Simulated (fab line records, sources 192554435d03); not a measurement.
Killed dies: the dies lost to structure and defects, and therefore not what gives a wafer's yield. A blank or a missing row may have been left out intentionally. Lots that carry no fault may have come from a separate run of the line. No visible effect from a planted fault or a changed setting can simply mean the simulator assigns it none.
fab line records | flow n5Finfet
record lots=9 wafers=27 lastDay=17
route steps=1938 shown MOL_CONTACT_COAG@546 BEOL_M4@1111 PASSIVATION@1936
lots that met no fault: taken from a fault-free run of the same line
startH: the number of hours between the record's first day and the start of the first shown wafer of the lot | waitH: hours elapsed since this lot's preceding step | " unchanged from the row above | L1.1+2: a row that stands for several wafers | - either no value or no given start | * or withheld: withheld | < > ~ a bound
route shown NAME@n: names a module that has steps shown in the file, with the first one's number in the route | usual: average and standard deviation across the fault-free wafers | same: alike in all rows | chamber/n: place in a boat | sites: readings site by site | _std_site: the values' standard deviation | _edge_site: inner sites' mean taken away from outer sites' mean | radiusMm: for every site, how far away it sits from the centre of the wafer | mask NAME#n: copy n | behind: the tool/chamber that last shaped the wafer | hold: the reason the lot was held/the length of the hold in hours/how it ended | device: whichever transistor did not switch (one of n, p or np) | end of line: at the end of the route, the tests of the same wafers | a step given without rows: its recipe and nothing more | killed: dies lost to structure and defects at the first sort, not the wafer's yield | map: the dies of a wafer, with x for killed, . for not killed, _ for no die there
set.NAME: the setting as run; set.NAME@STEP: as run at that earlier step | model.NAME: the simulator's own value behind a step, which no gauge read
route steps across a sampled set of lots; one table per step, one row per wafer
services: from which hour (startH, from the record's first day; less than 0 if before it) a tool's chamber was out of use, for how many hours, and why
## steps
# step N5_MOL_CONTACT_COAG_PRE_CLEAN_141
# recipe gas=H2/He timeS=60 tempC=300
# usual heaterPowerW=450/35
# same timeS=60
# columns lot.wafer tool chamber startH waitH heaterPowerW
L526.1 pvdSputter-03 - 122.21 0.9 427
L526.5 " - " " 495
L526.6 " - " " 429
L528.2 pvdSputter-02 - 127.71 0.8 417
L528.3 " - " " 476
L528.6 " - " " 434
L532.1 pvdSputter-03 - 150.15 0.3 436
L532.5 " - " " 496
L532.6 " - " " 428
L534.1 pvdSputter-02 - 166.51 0.4 483
L534.4 " - " " 402
L534.5 " - " " 416
L538.1 pvdSputter-02 - 187.22 0.4 433
L538.4 " - " " 425
L538.6 " - " " 393
L539.4 pvdSputter-02 - 194.14 0.3 433
L539.5 " - " " 423
L539.6 " - " " 429
L542.4 pvdSputter-03 - 210.95 0.5 442
L542.5 " - " " 439
L542.6 " - " " 497
L544.1 pvdSputter-02 - 225.36 2.9 388
L544.5 " - " " 478
L544.6 " - " " 424
L545.1 pvdSputter-01 - 227.86 0.2 419
L545.2 " - " " 444
L545.6 " - " " 461
# step N5_MOL_CONTACT_COAG_SPUTTER_130
# recipe material=Co targetThkA=475 tempC=25 chamberPressurePa=0.5 powerW=3000
# usual substrateTempC=25.01/0.11 throttleValvePct=30.0/1.2
# columns lot.wafer tool chamber startH waitH substrateTempC throttleValvePct
L526.1 pvdSputter-01 - 124.15 0.0 24.87 30.2
L526.5 " - " " 24.77 28.0
L526.6 " - " " 25.04 29.8
L528.2 pvdSputter-02 - 129.81 0.0 25.07 31.0
L528.3 " - " " 24.83 28.8
L528.6 " - " " 24.80 28.9
L532.1 pvdSputter-01 - 152.45 0.0 24.85 31.8
L532.5 " - " " 24.86 30.5
L532.6 " - " " 24.98 27.8
L534.1 pvdSputter-02 - 168.89 0.0 25.14 30.7
L534.4 " - " " 25.06 28.5
L534.5 " - " " 24.89 28.7
L538.1 pvdSputter-03 - 189.62 0.0 24.96 29.8
L538.4 " - " " 25.05 29.6
L538.6 " - " " 24.72 29.8
L539.4 pvdSputter-03 - 197.24 0.0 24.78 29.6
L539.5 " - " " 24.79 31.8
L539.6 " - " " 24.96 29.8
L542.4 pvdSputter-01 - 213.53 0.0 25.06 31.8
L542.5 " - " " 24.98 31.7
L542.6 " - " " 25.02 30.2
L544.1 pvdSputter-02 - 227.74 0.0 24.96 28.6
L544.5 " - " " 25.13 30.5
L544.6 " - " " 25.06 29.0
L545.1 pvdSputter-01 - 230.62 0.0 25.02 30.2
L545.2 " - " " 25.08 27.9
L545.6 " - " " 25.03 31.7
# step N5_MOL_CONTACT_COAG_CMP_28
# recipe stopOn=SiNx tOverpolishS=0.85 postCmpClean=alkalineBrush downForcePsi=4.15 platenRpm=51.8 padVelocityMS=1.0307 targetThkNm=14.522
# usual motorCurrentA=12.8/1.1 platenRpm=51.80/0.033 slurryFlowMlMin=150.0/0.49 timeToEndpointS=4.7/1.9
# columns lot.wafer tool chamber startH waitH motorCurrentA platenRpm slurryFlowMlMin timeToEndpointS
L526.1 cmp-01 1 126.78 0.8 13.1 51.80 149.3 7.9
L526.5 " 0 " " 13.6 51.80 149.1 8.4
L526.6 " 1 " " 12.9 51.77 149.5 8.0
L528.3 cmp-01 3 132.59 0.8 12.4 51.79 149.7 6.6
L528.2 " 0 " " 13.2 51.82 150.0 4.7
L528.6 " 0 " " 13.8 51.79 149.7 4.5
L532.1 cmp-03 2 155.05 0.8 10.4 51.81 150.6 3.9
L532.5 " 1 " " 13.8 51.83 150.0 4.8
L532.6 " 2 " " 10.2 51.85 150.4 5.1
L534.1 cmp-01 1 171.81 0.8 12.4 51.81 149.9 6.4
L534.4 " 0 " " 13.7 51.74 150.8 3.5
L534.5 " 2 " " 12.0 51.80 150.5 4.8
L538.4 cmp-01 2 192.32 0.9 12.2 51.83 149.3 4.5
L538.1 " 3 " " 12.9 51.78 150.4 6.7
L538.6 " 0 " " 13.0 51.81 150.4 4.6
L539.4 cmp-03 1 199.81 0.8 13.3 51.81 150.0 5.0
L539.6 " 1 " " 12.9 51.80 149.8 4.2
L539.5 " 2 " " 10.7 51.81 149.9 3.2
L542.4 cmp-03 2 216.21 0.9 10.5 51.77 150.4 4.8
L542.6 " 2 " " 10.6 51.77 150.5 7.9
L542.5 " 3 " " 12.9 51.80 149.7 4.5
L544.1 cmp-04 2 230.47 1.0 11.6 51.78 150.1 7.4
L544.5 " 3 " " 12.6 51.79 149.0 4.8
L544.6 " 0 " " 11.8 51.78 150.3 5.8
L545.2 cmp-04 2 233.19 0.8 12.4 51.80 149.3 8.5
L545.1 " 1 " " 14.8 51.82 150.5 7.5
L545.6 " 3 " " 12.3 51.79 150.8 8.8
# step N5_MOL_CONTACT_COAG_INSPECT_57
# recipe mode=adi inspectInstrument=brightfield
# usual rawDefectCount=219/62
# columns lot.wafer tool chamber startH waitH rawDefectCount
L526.1 defectInspect-01 - 128.00 0.1 130
L526.5 " - " " 134
L526.6 " - " " 181
L528.2 defectInspect-01 - 133.85 0.0 197
L528.3 " - " " 242
L528.6 " - " " 293
L532.1 defectInspect-01 - 156.28 0.1 232
L532.5 " - " " 174
L532.6 " - " " 273
L534.1 defectInspect-01 - 173.22 0.1 221
L534.4 " - " " 165
L534.5 " - " " 761
L538.1 defectInspect-01 - 193.72 0.1 237
L538.4 " - " " 820
L538.6 " - " " 224
L539.4 defectInspect-01 - 201.75 0.0 221
L539.5 " - " " 187
L539.6 " - " " 240
L542.4 defectInspect-02 - 217.61 0.0 205
L542.5 " - " " 191
L542.6 " - " " 115
L544.1 defectInspect-01 - 231.62 0.1 238
L544.5 " - " " 254
L544.6 " - " " 212
L545.1 defectInspect-02 - 234.45 0.1 199
L545.2 " - " " 186
L545.6 " - " " 163
# step N5_MOL_CONTACT_COAG_ETCHBACK_135
# recipe chemistry=CHF3 target=SiO2 targetDepthA=250 timeS=16.7 ionEnergyEv=200 pressureMtorr=30 sourceW=610 biasW=170 Ar_flow_sccm=200 CHF3_flow_sccm=50
# usual CHF3_flow_sccm=50.01/0.13 chamberPressureMTorr=29.999/0.029 drypumpMotorCurrentA=5.8/0.39 oesProductAu=0.80/0.1 rfVppV=526/11 showerheadPlenumPTorr=2.39/0.08 throttleValvePct=18.71/0.25
# same timeS=16.7
# columns lot.wafer tool chamber startH waitH CHF3_flow_sccm chamberPressureMTorr drypumpMotorCurrentA oesProductAu rfHoursCounterH rfVppV showerheadPlenumPTorr throttleValvePct
L526.1 rieDiel-05 2 128.75 0.0 50.20 29.984 5.2 0.79 93 519 2.31 18.31
L526.5 " 1 " " 50.04 30.010 5.8 0.96 - 514 2.35 18.67
L526.6 " 0 " " 49.80 29.927 5.5 0.89 - 535 2.45 18.29
L528.2 rieDiel-04 0 134.32 0.0 50.14 30.023 5.7 1.00 0 535 2.34 18.76
L528.3 " 3 " " 50.16 29.984 6.0 0.71 209 520 2.46 19.09
L528.6 " 2 " " 49.98 30.008 5.9 0.68 - 521 2.27 18.73
L532.1 rieDiel-03 1 156.75 0.0 49.94 29.966 5.2 0.72 214 530 2.36 18.75
L532.5 " 3 " " 49.99 29.923 6.3 0.72 - 497 2.35 18.81
L532.6 " 2 " " 49.94 30.002 6.6 0.86 - 536 2.34 18.54
L534.1 rieDiel-03 0 174.32 0.0 49.75 29.971 5.8 0.88 38 526 2.34 18.75
L534.4 " 1 " " 50.02 29.990 5.2 0.72 221 531 2.36 18.77
L534.5 " 3 " " 49.90 30.021 6.3 0.70 - 496 2.35 18.82
L538.1 rieDiel-05 1 194.20 0.0 50.11 30.040 5.8 0.88 26 514 2.34 18.68
L538.4 " 3 " " 50.13 30.017 5.6 0.72 203 540 2.43 18.75
L538.6 " 2 " " 50.24 29.994 5.2 0.77 - 518 2.30 18.36
L539.4 rieDiel-05 1 202.25 0.0 50.10 30.032 5.8 0.88 29 515 2.34 18.70
L539.5 " 3 " " 49.96 29.996 5.6 0.72 - 540 2.43 18.78
L539.6 " 0 " " 50.06 29.996 5.5 0.85 - 536 2.44 18.33
L542.4 rieDiel-05 2 218.08 0.0 50.11 30.013 5.2 0.77 125 519 2.30 18.39
L542.5 " 0 " " 49.90 30.031 5.5 0.85 - 537 2.43 18.34
L542.6 " 1 " " 50.10 29.983 5.8 0.87 - 514 2.33 18.72
L544.1 rieDiel-05 3 232.09 0.0 49.92 30.004 5.6 0.71 216 540 2.43 18.77
L544.5 " 2 " " 49.75 29.966 5.2 0.76 - 520 2.30 18.40
L544.6 " 3 " " 50.05 30.007 5.6 0.70 - 543 2.43 18.80
L545.1 rieDiel-05 3 234.96 0.0 50.09 29.991 5.6 0.70 217 541 2.43 18.79
L545.2 " 1 " " 50.04 30.007 5.8 0.86 40 514 2.33 18.74
L545.6 " 0 " " 49.89 30.007 5.5 0.83 - 536 2.43 18.33
# step N5_BEOL_M4_RC_MEAS_101
# usual DIBL_N=36.3/1.7 DIBL_P=36.3/2.2 IOFF_N=0.16/0.034 IOFF_P=0.21/0.038 ION_N=673/13 ION_P=461/8.3 SS_N=71.5/0.55 SS_P=73.3/0.67 VT_N=250/3.4 VT_P=-251/3.5
# columns lot.wafer tool chamber startH waitH DIBL_N[mV/V] DIBL_P[mV/V] IOFF_N[nA/um] IOFF_P[nA/um] ION_N[uA/um] ION_P[uA/um] SS_N[mV/dec] SS_P[mV/dec] VT_N[mV] VT_P[mV]
L526.1 prober-01 0 193.51 0.0 37.5 39.8 0.24 0.25 685 460 72.3 73.0 243 -250
L526.5 " 0 " " 35.6 37.9 0.21 0.21 682 458 71.8 72.4 245 -249
L526.6 " 0 " " 39.1 42.1 0.29 0.29 690 464 73.6 74.3 239 -245
L528.2 prober-02 0 208.27 0.2 35.2 35.5 0.16 0.21 673 459 70.9 73.5 247 -252
L528.3 " 0 " " 34.3 34.4 0.14 0.19 659 455 71.2 71.9 251 -253
L528.6 " 0 " " 34.7 35.5 0.16 0.21 670 465 71.2 73.0 249 -251
L532.1 prober-02 0 216.59 0.0 36.4 38.1 0.17 0.24 674 467 72.1 74.4 252 -249
L532.5 " 0 " " 36.1 37.2 0.16 0.21 667 455 71.4 74.4 251 -252
L532.6 " 0 " " 36.8 39.0 0.17 0.26 670 467 72.0 74.6 252 -248
L534.1 prober-02 0 242.56 0.0 39.9 40.9 0.24 0.29 703 474 72.0 73.6 242 -246
L534.4 " 0 " " 36.0 37.5 0.17 0.23 685 474 71.5 73.0 248 -247
L534.5 " 0 " " 35.6 36.3 0.16 0.21 681 461 71.8 72.6 247 -250
L538.1 prober-02 0 255.43 0.0 34.9 35.9 0.14 0.17 665 454 70.8 73.4 251 -255
L538.4 " 0 " " 35.7 35.8 0.15 0.17 678 457 70.9 72.5 251 -255
L538.6 " 0 " " 33.0 32.4 0.10 0.13 660 447 71.0 71.2 257 -258
L539.4 prober-02 0 268.68 0.5 37.7 36.8 0.17 0.17 680 453 71.8 73.3 248 -259
L539.5 " 0 " " 36.5 34.2 0.15 0.15 668 450 71.5 73.3 253 -258
L539.6 " 0 " " 36.4 34.9 0.14 0.15 674 454 70.8 72.7 250 -259
L542.4 prober-02 0 287.43 0.5 39.4 39.6 0.22 0.27 699 475 71.7 73.7 244 -247
L542.5 " 0 " " 35.8 34.8 0.13 0.18 669 462 71.5 72.2 255 -251
L542.6 " 0 " " 37.2 37.5 0.18 0.23 688 471 71.2 74.1 248 -250
L544.1 prober-02 0 293.52 0.0 36.2 34.5 0.15 0.20 660 455 72.0 73.7 249 -250
L544.5 " 0 " " 34.7 33.2 0.13 0.17 667 455 70.9 73.3 250 -255
L544.6 " 0 " " 35.2 33.5 0.14 0.18 661 450 71.3 73.4 251 -251
L545.1 prober-02 0 296.96 0.0 36.2 35.5 0.14 0.17 662 453 71.2 73.1 253 -256
L545.2 " 0 " " 38.1 37.5 0.18 0.20 671 455 71.8 73.8 248 -251
L545.6 " 0 " " 38.4 38.9 0.20 0.23 693 465 71.8 74.1 248 -253
# step N5_PASSIVATION_PROBE_49
# usual defectLimitedYield=91.4/1.6 killed_at_M0_to_M3=34/10 killed_at_M4_up=12/4.8 killedAtContacts=11/6.2 killedAtFrontEnd=39/13 killedAtOther=4/3.1 killedDies=101/19 killedOnRim=13/4.1 killedOpen=67/14 killedShort=32/8.3 sort_bin_5_function=5.0/1 sort_bin_6_memory=3.2/0.76 sortNPass=1079/19 sortYieldPct=91.4/1.6
# same grossDies=1180 killedAtBackSide=0 sort_bin_4_leakage[%]=0 sort_bin_8_speed[%]=0
# columns lot.wafer tool chamber startH waitH defectLimitedYield[%] killed_at_M0_to_M3 killed_at_M4_up killedAtContacts killedAtFrontEnd killedAtOther killedDies killedOnRim killedOpen killedShort sort_bin_5_function[%] sort_bin_6_memory[%] sortNPass sortYieldPct[%]
L526.1 prober-02 - 288.24 0.0 91.4 50 6 7 33 6 102 9 67 34 5.2 2.9 1078 91.4
L526.5 prober-02 - 288.44 0.2 89.0 29 9 15 72 5 130 14 87 42 6.6 4.2 1050 89.0
L526.6 prober-02 - 288.49 0.3 91.8 38 13 10 34 2 97 13 67 29 4.6 3.6 1083 91.8
L528.2 prober-02 - 305.33 0.1 89.9 35 11 11 57 5 119 22 84 33 5.3 4.3 1061 89.9
L528.3 prober-02 - 305.38 0.1 87.8 37 13 23 67 4 144 22 102 38 6.5 5.3 1036 87.8
L528.6 prober-02 - 305.53 0.3 88.8 28 9 12 82 1 132 22 99 32 6.6 4.5 1048 88.8
L532.1 prober-01 - 319.20 0.0 93.3 12 12 16 30 9 79 11 57 20 4.0 2.5 1101 93.3
L532.5 prober-01 - 319.40 0.2 94.2 25 8 15 19 1 68 9 40 26 3.6 1.9 1112 94.2
L532.6 prober-01 - 319.45 0.3 91.6 33 15 3 38 10 99 12 65 33 4.4 3.7 1081 91.6
L534.1 prober-02 - 344.42 0.0 93.9 22 11 2 35 2 72 7 48 22 3.3 2.3 1108 93.9
L534.4 prober-02 - 344.57 0.2 91.7 33 10 2 47 6 98 16 56 40 4.9 3.1 1082 91.7
L534.5 prober-02 - 344.62 0.2 54.1 19 14 465 43 1 542 66 40 31 28.6 14.4 638 54.1
L538.1 prober-02 - 352.34 0.0 91.8 24 12 22 36 3 97 17 67 28 5.3 2.8 1083 91.8
L538.4 prober-02 - 352.49 0.2 53.7 17 4 492 30 3 546 61 33 21 29.0 14.9 634 53.7
L538.6 prober-02 - 352.59 0.3 92.7 36 17 15 15 3 86 11 56 30 4.0 3.1 1094 92.7
L539.4 prober-02 - 376.87 0.2 90.4 48 5 18 39 3 113 9 75 36 5.8 3.5 1067 90.4
L539.5 prober-02 - 376.92 0.2 90.7 45 17 14 26 8 110 15 80 28 5.6 3.4 1070 90.7
L539.6 prober-02 - 376.97 0.3 89.7 50 6 20 40 5 121 20 80 41 6.3 3.5 1059 89.7
L542.4 prober-02 - 392.51 0.2 89.0 29 18 21 59 3 130 14 84 46 5.7 4.9 1050 89.0
L542.5 prober-02 - 392.56 0.2 93.5 17 14 7 38 1 77 9 52 23 4.1 2.4 1103 93.5
L542.6 prober-02 - 392.61 0.3 92.5 18 9 19 39 3 88 11 50 37 4.2 2.8 1092 92.5
L544.1 prober-02 - 398.46 0.0 94.0 32 12 4 22 1 71 7 49 21 3.1 3.0 1109 94.0
L544.5 prober-02 - 398.66 0.2 93.1 26 13 16 26 1 82 9 46 35 4.4 2.5 1098 93.1
L544.6 prober-02 - 398.71 0.3 93.4 26 6 7 31 8 78 10 50 28 4.1 2.4 1102 93.4
L545.1 prober-01 - 402.43 0.0 93.2 32 10 6 26 6 80 7 55 24 4.2 2.5 1100 93.2
L545.2 prober-01 - 402.48 0.1 92.3 46 10 3 30 2 91 8 64 26 4.7 2.6 1089 92.3
L545.6 prober-01 - 402.68 0.3 93.8 38 6 4 24 1 73 8 41 31 3.5 2.5 1107 93.8
# killed by level:class
L526.1 BEOL_M0_SAQP:geometricParticle:short=13 BEOL_M2:geometricParticle:open=12 BEOL_M0_SAQP:geometricParticle:open=8 STI_FIN_REVEAL:geometricParticle:open=7 MOL_CONTACT_COAG:geometricParticle:open=7 BEOL_M1:geometricParticle:open=6 FIN_SAQP:geometricParticle:open=5 FIN_SAQP:geometricParticle:short=5
L526.5 FIN_SAQP:geometricParticle:open=27 MOL_CONTACT_COAG:geometricParticle:open=10 BEOL_M0_SAQP:geometricParticle:short=9 FIN_SAQP:geometricParticle:short=8 DUMMY_GATE:geometricParticle:open=7 STI_FIN_REVEAL:geometricParticle:open=6 GATE_CUT:geometricParticle:open=6 GATE_CUT:geometricParticle:short=5
L526.6 BEOL_M0_SAQP:geometricParticle:open=13 BEOL_M2:geometricParticle:open=10 STI_FIN_REVEAL:geometricParticle:open=9 BEOL_M0_SAQP:geometricParticle:short=8 MOL_CONTACT_COAG:geometricParticle:open=6 BEOL_M7:geometricParticle:open=5 FIN_SAQP:geometricParticle:short=4 FIN_SAQP:geometricParticle:open=4
L528.2 STI_FIN_REVEAL:geometricParticle:open=29 BEOL_M0_SAQP:geometricParticle:short=12 MOL_CONTACT_COAG:geometricParticle:open=9 BEOL_M0_SAQP:geometricParticle:open=9 STI_FIN_REVEAL:geometricParticle:short=7 BEOL_M1:geometricParticle:open=7 FIN_SAQP:geometricParticle:open=6 FIN_SAQP:geometricParticle:short=4
L528.3 STI_FIN_REVEAL:geometricParticle:open=21 MOL_CONTACT_COAG:geometricParticle:open=18 FIN_SAQP:geometricParticle:open=14 FIN_SAQP:geometricParticle:short=11 BEOL_M1:geometricParticle:open=10 BEOL_M0_SAQP:geometricParticle:short=9 BEOL_M0_SAQP:geometricParticle:open=8 BEOL_M4:geometricParticle:open=7
L528.6 STI_FIN_REVEAL:geometricParticle:open=48 MOL_CONTACT_COAG:geometricParticle:open=9 FIN_SAQP:geometricParticle:open=8 FIN_SAQP:geometricParticle:short=7 BEOL_M0_SAQP:geometricParticle:short=7 STI_FIN_REVEAL:geometricParticle:short=5 BEOL_M2:geometricParticle:open=5 BEOL_M0_SAQP:geometricParticle:open=5
L532.1 MOL_CONTACT_COAG:geometricParticle:open=14 STI_FIN_REVEAL:geometricParticle:open=10 BEOL_M4:geometricParticle:open=6 STARTING-WAFER:geometricParticle:open=5 BEOL_M0_SAQP:geometricParticle:open=4 BEOL_M0:geometricParticle:open=4 STARTING-WAFER:geometricParticle:short=4 FIN_SAQP:geometricParticle:short=3
L532.5 MOL_CONTACT_COAG:geometricParticle:open=12 GATE_CUT:geometricParticle:short=5 BEOL_M0_SAQP:geometricParticle:open=4 BEOL_M0_SAQP:geometricParticle:short=4 BEOL_M0:geometricParticle:open=4 BEOL_M2:geometricParticle:open=4 BEOL_M4:geometricParticle:open=4 MOL_CONTACT_COAG:geometricParticle:short=3
L532.6 STI_FIN_REVEAL:geometricParticle:open=15 BEOL_M2:geometricParticle:open=10 BEOL_M2:geometricParticle:short=7 DUMMY_GATE:geometricParticle:open=4 GATE_CUT:geometricParticle:short=4 BEOL_M0_SAQP:geometricParticle:open=4 BEOL_M3:geometricParticle:open=4 BEOL_M5:geometricParticle:open=4
L534.1 FIN_SAQP:geometricParticle:open=11 BEOL_M0_SAQP:geometricParticle:open=11 STI_FIN_REVEAL:geometricParticle:open=6 GATE_CUT:geometricParticle:short=5 BEOL_M0_SAQP:geometricParticle:short=5 FIN_SAQP:geometricParticle:short=4 BEOL_M4:geometricParticle:open=4 BEOL_M7:geometricParticle:open=4
L534.4 BEOL_M0_SAQP:geometricParticle:short=12 FIN_SAQP:geometricParticle:open=9 FIN_SAQP:geometricParticle:short=9 BEOL_M0_SAQP:geometricParticle:open=9 STI_FIN_REVEAL:geometricParticle:open=7 GATE_CUT:geometricParticle:short=7 BEOL_M2:geometricParticle:open=6 DUMMY_GATE:geometricParticle:open=4
L534.5 MOL_CONTACT_COAG:unspecified=461 FIN_SAQP:geometricParticle:short=13 HKMG_FIN:areaEtch=7 FIN_SAQP:geometricParticle:open=6 STARTING-WAFER:geometricParticle:short=6 BEOL_M7:geometricParticle:open=6 BEOL_M2:geometricParticle:open=5 BEOL_M0:geometricParticle:open=4
L538.1 MOL_CONTACT_COAG:geometricParticle:open=21 FIN_SAQP:geometricParticle:open=7 GATE_CUT:geometricParticle:short=6 FIN_SAQP:geometricParticle:short=4 DUMMY_GATE:geometricParticle:open=4 BEOL_M0_SAQP:geometricParticle:open=4 BEOL_M2:geometricParticle:open=4 BEOL_M3:geometricParticle:open=4
L538.4 MOL_CONTACT_COAG:unspecified=489 STI_FIN_REVEAL:geometricParticle:open=6 FIN_SAQP:geometricParticle:short=4 FIN_SAQP:geometricParticle:open=4 BEOL_M2:geometricParticle:open=4 BEOL_M3:geometricParticle:open=4 STI_FIN_REVEAL:geometricParticle:short=3 BEOL_M0_SAQP:geometricParticle:open=3
L538.6 MOL_CONTACT_COAG:geometricParticle:open=10 BEOL_M2:geometricParticle:open=10 BEOL_M1:geometricParticle:open=6 MOL_CONTACT_COAG:geometricParticle:short=5 BEOL_M0_SAQP:geometricParticle:short=5 BEOL_M1:geometricParticle:short=5 BEOL_M4:geometricParticle:open=4 BEOL_M0_SAQP:geometricParticle:open=3
L539.4 MOL_CONTACT_COAG:geometricParticle:open=12 BEOL_M2:geometricParticle:open=12 STI_FIN_REVEAL:geometricParticle:open=9 BEOL_M3:geometricParticle:open=9 BEOL_M1:geometricParticle:short=7 GATE_CUT:geometricParticle:open=6 BEOL_M0_SAQP:geometricParticle:open=6 FIN_SAQP:geometricParticle:open=5
L539.5 MOL_CONTACT_COAG:geometricParticle:open=14 BEOL_M3:geometricParticle:open=11 BEOL_M0_SAQP:geometricParticle:open=10 STI_FIN_REVEAL:geometricParticle:open=7 BEOL_M1:geometricParticle:short=6 BEOL_M1:geometricParticle:open=5 PASS1_CAP:geometricParticle:short=5 FIN_SAQP:geometricParticle:open=4
L539.6 MOL_CONTACT_COAG:geometricParticle:open=16 FIN_SAQP:geometricParticle:open=14 BEOL_M3:geometricParticle:open=13 BEOL_M0_SAQP:geometricParticle:open=11 BEOL_M0_SAQP:geometricParticle:short=8 FIN_SAQP:geometricParticle:short=6 BEOL_M2:geometricParticle:open=6 MOL_CONTACT_COAG:geometricParticle:short=4
L542.4 MOL_CONTACT_COAG:geometricParticle:open=18 STI_FIN_REVEAL:geometricParticle:open=15 FIN_SAQP:geometricParticle:short=14 FIN_SAQP:geometricParticle:open=9 BEOL_M4:geometricParticle:open=9 BEOL_M2:geometricParticle:open=8 BEOL_M0_SAQP:geometricParticle:short=7 DUMMY_GATE:geometricParticle:open=6
L542.5 FIN_SAQP:geometricParticle:short=8 BEOL_M4:geometricParticle:open=7 FIN_SAQP:geometricParticle:open=6 MOL_CONTACT_COAG:geometricParticle:open=6 STI_FIN_REVEAL:geometricParticle:open=5 DUMMY_GATE:geometricParticle:open=5 GATE_CUT:geometricParticle:short=4 BEOL_M0_SAQP:geometricParticle:open=4
L542.6 MOL_CONTACT_COAG:geometricParticle:open=17 FIN_SAQP:geometricParticle:short=9 BEOL_M0_SAQP:geometricParticle:short=7 GATE_CUT:geometricParticle:short=6 BEOL_M1:geometricParticle:open=6 FIN_SAQP:geometricParticle:open=5 STI_FIN_REVEAL:geometricParticle:open=5 DUMMY_GATE:geometricParticle:open=4
L544.1 BEOL_M2:geometricParticle:open=9 BEOL_M4:geometricParticle:open=7 BEOL_M1:geometricParticle:open=7 BEOL_M3:geometricParticle:open=7 STI_FIN_REVEAL:geometricParticle:open=4 FIN_SAQP:geometricParticle:short=3 MOL_CONTACT_COAG:geometricParticle:open=3 BEOL_M0_SAQP:geometricParticle:open=3
L544.5 MOL_CONTACT_COAG:geometricParticle:open=9 MOL_CONTACT_COAG:geometricParticle:short=7 FIN_SAQP:geometricParticle:open=6 BEOL_M0_SAQP:geometricParticle:open=6 BEOL_M1:geometricParticle:short=5 BEOL_M4:geometricParticle:open=5 DUMMY_GATE:geometricParticle:short=4 BEOL_M0_SAQP:geometricParticle:short=4
L544.6 FIN_SAQP:geometricParticle:open=7 MOL_CONTACT_COAG:geometricParticle:open=7 BEOL_M1:geometricParticle:open=7 BEOL_M0:geometricParticle:open=6 FIN_SAQP:geometricParticle:short=5 PASS1_CAP:geometricParticle:short=4 FIN_CUT:geometricParticle:open=3 BEOL_M0_SAQP:geometricParticle:open=3
L545.1 BEOL_M1:geometricParticle:open=11 BEOL_M0_SAQP:geometricParticle:open=7 BEOL_M3:geometricParticle:open=7 BEOL_M5:geometricParticle:open=6 STI_FIN_REVEAL:geometricParticle:open=5 MOL_CONTACT_COAG:geometricParticle:open=5 BEOL_M0_SAQP:geometricParticle:short=5 FIN_CUT:geometricParticle:short=4
L545.2 BEOL_M1:geometricParticle:open=14 STI_FIN_REVEAL:geometricParticle:open=13 BEOL_M0_SAQP:geometricParticle:open=9 FIN_SAQP:geometricParticle:open=8 BEOL_M0_SAQP:geometricParticle:short=8 BEOL_M1:geometricParticle:short=5 FIN_SAQP:geometricParticle:short=4 BEOL_M5:geometricParticle:open=4
L545.6 BEOL_M3:geometricParticle:open=10 BEOL_M3:geometricParticle:short=9 BEOL_M1:geometricParticle:open=7 FIN_SAQP:geometricParticle:short=6 BEOL_M0_SAQP:geometricParticle:open=5 FIN_SAQP:geometricParticle:open=4 STI_FIN_REVEAL:geometricParticle:open=3 MOL_CONTACT_COAG:geometricParticle:open=3
## services
# columns tool chamber startH hours kind
cmp-01 - 101.17 8.2 repair
rieDiel-05 1 106.79 - clean
rieDiel-05 1 106.79 - consumableReplace:focusRing
rieDiel-05 1 106.79 17.9 scheduledDown
rieDiel-05 1 106.79 17.9 ventCycle
pvdSputter-01 - 109.58 0.8 repair
rieDiel-04 0 118.61 - clean
rieDiel-04 0 118.61 - consumableReplace:focusRing
rieDiel-04 0 118.61 15.0 scheduledDown
rieDiel-04 0 118.61 15.0 ventCycle
cmp-01 - 120.30 5.6 pm
cmp-04 - 131.63 1.2 repair
pvdSputter-03 - 143.41 1.6 repair
rieDiel-03 0 151.36 2.6 repair
cmp-04 - 161.29 6.6 pm
cmp-01 - 165.57 4.9 repair
cmp-04 - 172.14 2.8 repair
rieDiel-04 3 172.52 3.1 repair
cmp-03 - 174.24 0.8 repair
rieDiel-04 2 184.78 - clean
cmp-04 - 198.57 4.0 pm
cmp-04 - 202.57 - consumableReplace:conditioner
cmp-04 - 202.57 - consumableReplace:pad
cmp-01 - 209.63 6.6 repair
## key
firstSign step=N5_MOL_CONTACT_COAG_INSPECT_57 reading=rawDefectCount direction=up sigmas=9.3 usual=219 struck=790
effect step=N5_PASSIVATION_PROBE_49 reading=killedAtContacts direction=up sigmas=75 usual=11 struck=478
moreKillsBornAt N5_MOL_CONTACT_COAG_CMP_28@cmp-01=948
metAt N5_MOL_CONTACT_COAG_CMP_28
struckLots L534,L538
struckWafers L534.5,L538.4
notActingAt N5_MOL_CONTACT_COAG_PRE_CLEAN_141,N5_MOL_CONTACT_COAG_SPUTTER_130,N5_MOL_CONTACT_COAG_ETCHBACK_135
fault kind=chamberParticleSource tool=cmp-01 chamber=2 onsetH=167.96 steps=N5_MOL_CONTACT_COAG_CMP_28 ratePerVisitCm2=0.95806 endH=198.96
